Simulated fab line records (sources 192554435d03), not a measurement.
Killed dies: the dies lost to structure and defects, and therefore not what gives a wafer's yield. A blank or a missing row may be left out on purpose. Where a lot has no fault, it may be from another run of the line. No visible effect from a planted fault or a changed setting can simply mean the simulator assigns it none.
Code-filled problem report in 8D (eight disciplines) form    flow n5 finfet    the parts of the form that need people (team, actions taken, sign-off) are left out

## 1. PROBLEM STATEMENT
Across 6 wafers from 2 lots, M6_ILD_THK at N5_BEOL_M6_THK_MEAS_01 averages 263.1 nm, while fault-free wafers read 155.8 nm with a standard deviation of 2.4. Measured from the usual mean, that is +45 standard deviations.
Earliest sighting: wafer L733.4 on film metro-02 at day 11 14:43. The record has a number at this step for 27 wafers belonging to 9 lots. By rule, "out" or "out of limits" means more than 4 standard deviations away from the usual mean. The other wafers with a number count as sound.

## 2. WHAT THIS IS AND IS NOT
question                     is                            is not
which readings at this step  M6_ILD_THK                    -
which lots                   L731, L733                    L723, L724, L725, L729, L738, L741, L742
which wafers of those lots   all that have a number        -
read on which gauges         film metro-01, film metro-02  -
when                         from day 11 14:43             up to then (12 sound wafers); but 9 sound wafers of L738, L741, L742 came after

## 3. WHAT RULES OUT EACH SUSPECT
Counting: a tool at any process step up to the reading remains a suspect when it ran all the lots that are out and ran no sound lot after the first of those.
- the gauge at N5_BEOL_M6_THK_MEAS_01 is ruled out. Those wafers that are out were read across 2 gauges (film metro-01, film metro-02).
- pecvd-02 at N5_BEOL_M6_ILD_DEP_00 (deposits SiCOH lowk from DEMS/porogen, target thk 179.75 nm, time 33.4 s): kept. All lots that are out passed through it, beginning with L733 at day 11 14:09, and no sound lot followed; its final sound lot before that point was L729 at day 11 10:22.
Left after counting: pecvd-02 at N5_BEOL_M6_ILD_DEP_00.

## 4. THE CAUSE (what the simulator had put in)
Process parameter drift: pecvd-02, from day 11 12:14 on, at N5_BEOL_M6_ILD_DEP_00. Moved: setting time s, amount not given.
This tool alone remained once counting was done.

## 5. SEQUENCE OF EFFECTS, ordered by route
Each row: a reading where the mean over the struck wafers with a number is more than 3 standard deviations away from the usual. Only readings for which the record gives a usual standard deviation are gone through. hours: the time from each lot's start at the first step in this table that gives one to its start at this step, as a median over the lots. sigmas: the change in usual standard deviations.
hours  step                     reading               usual     on struck wafers  change  sigmas
0      N5_BEOL_M6_THK_MEAS_01   M6_ILD_THK            155.8 nm  263.1             +107.3  +45
99     N5_PASSIVATION_PROBE_49  defect limited yield  91.3 %    0.0               -91.3   -61
99     N5_PASSIVATION_PROBE_49  killed_at_M4_up       14        1080              +1066   +99 or more
99     N5_PASSIVATION_PROBE_49  killed dies           103       1180              +1077   +60
99     N5_PASSIVATION_PROBE_49  killed on rim         14        152               +138    +31
99     N5_PASSIVATION_PROBE_49  sort_bin_5_function   5.1 %     96.1              +91.0   +92
99     N5_PASSIVATION_PROBE_49  sort n pass           1077      0                 -1077   -60
99     N5_PASSIVATION_PROBE_49  sort yield pct        91.2 %    0.0               -91.2   -61
It contains these process steps:
- N5_PASSIVATION_PROBE_49

## 6. HOW IT WOULD HAVE BEEN CAUGHT EARLIER
Counted from the fault's start at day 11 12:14, it took 2 hours until the first out-of-limits reading at a measuring or inspecting step in this record, taken at day 11 14:43.
Tool readings at N5_BEOL_M6_ILD_DEP_00 with a usual standard deviation given in the record: none out on any struck wafer, hence no alarm at a limit of 4 standard deviations on them.
The start of N5_BEOL_M6_ILD_DEP_00 on pecvd-02 came by day 11 14:43 for every one of the lots that are out (2). Holding the tool at that point would not have protected any of them.
